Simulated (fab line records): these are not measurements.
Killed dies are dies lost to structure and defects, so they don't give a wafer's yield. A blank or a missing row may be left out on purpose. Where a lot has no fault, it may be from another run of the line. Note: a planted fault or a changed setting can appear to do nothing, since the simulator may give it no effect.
Chamber matching / flow n5Finfet / cmp-01 running N5_MOL_CONTACT_COAG_CMP_52: 4 sister chambers
The step polishes, stops on SiO2, t overpolish 1.5 s, target thk 66.5 nm. 4 wafers are shown with their chamber, then 12 later ones without.

WAFERS WITH THEIR CHAMBER
wafer=L084.1; chamber=1; motorCurrentA (A)=11.6
wafer=L085.1; chamber=2; motorCurrentA (A)=15.4
wafer=L085.2; chamber=3; motorCurrentA (A)=11.8
wafer=L085.4; chamber=0; motorCurrentA (A)=13.6

WAFERS WITH NO CHAMBER GIVEN
wafer=L086.1; motorCurrentA (A)=14.7
wafer=L086.3; motorCurrentA (A)=11.3
wafer=L086.4; motorCurrentA (A)=13.3
wafer=L090.1; motorCurrentA (A)=12.1
wafer=L090.2; motorCurrentA (A)=11.6
wafer=L090.5; motorCurrentA (A)=11.4
wafer=L095.2; motorCurrentA (A)=11.5
wafer=L095.3; motorCurrentA (A)=15.0
wafer=L095.6; motorCurrentA (A)=13.4
wafer=L096.1; motorCurrentA (A)=15.2
wafer=L096.3; motorCurrentA (A)=14.0
wafer=L096.5; motorCurrentA (A)=14.0

WHICH CHAMBER EACH ONE RAN IN
wafer=L086.1; from the rows above=can't be placed: 2 or 0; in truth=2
wafer=L086.3; from the rows above=can't be placed: 1 or 3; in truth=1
wafer=L086.4; from the rows above=0; in truth=0
wafer=L090.1; from the rows above=can't be placed: 3 or 1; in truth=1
wafer=L090.2; from the rows above=can't be placed: 1 or 3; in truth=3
wafer=L090.5; from the rows above=can't be placed: 1 or 3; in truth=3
wafer=L095.2; from the rows above=can't be placed: 1 or 3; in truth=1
wafer=L095.3; from the rows above=2; in truth=2
wafer=L095.6; from the rows above=0; in truth=0
wafer=L096.1; from the rows above=2; in truth=2
wafer=L096.3; from the rows above=0; in truth=0
wafer=L096.5; from the rows above=0; in truth=0
Correctly placed: 6 of 12. From these rows, 6 cannot be placed; in 6 the true chamber is one of the candidates. Wrongly placed: 0.
How it was worked out, from the rows above alone: a wafer's distance from a chamber is the root of the sum, over the readings, of the square of ((its reading less the chamber's mean) divided by the reading's scatter). The wafer belongs to the nearest chamber; if the next one is less than 2 further off, it can't be placed. Each chamber's mean is taken over the wafers shown for it. The scatter: with one shown wafer a chamber, the root of the mean of the squares of how far each hidden wafer lies from its nearest shown one.
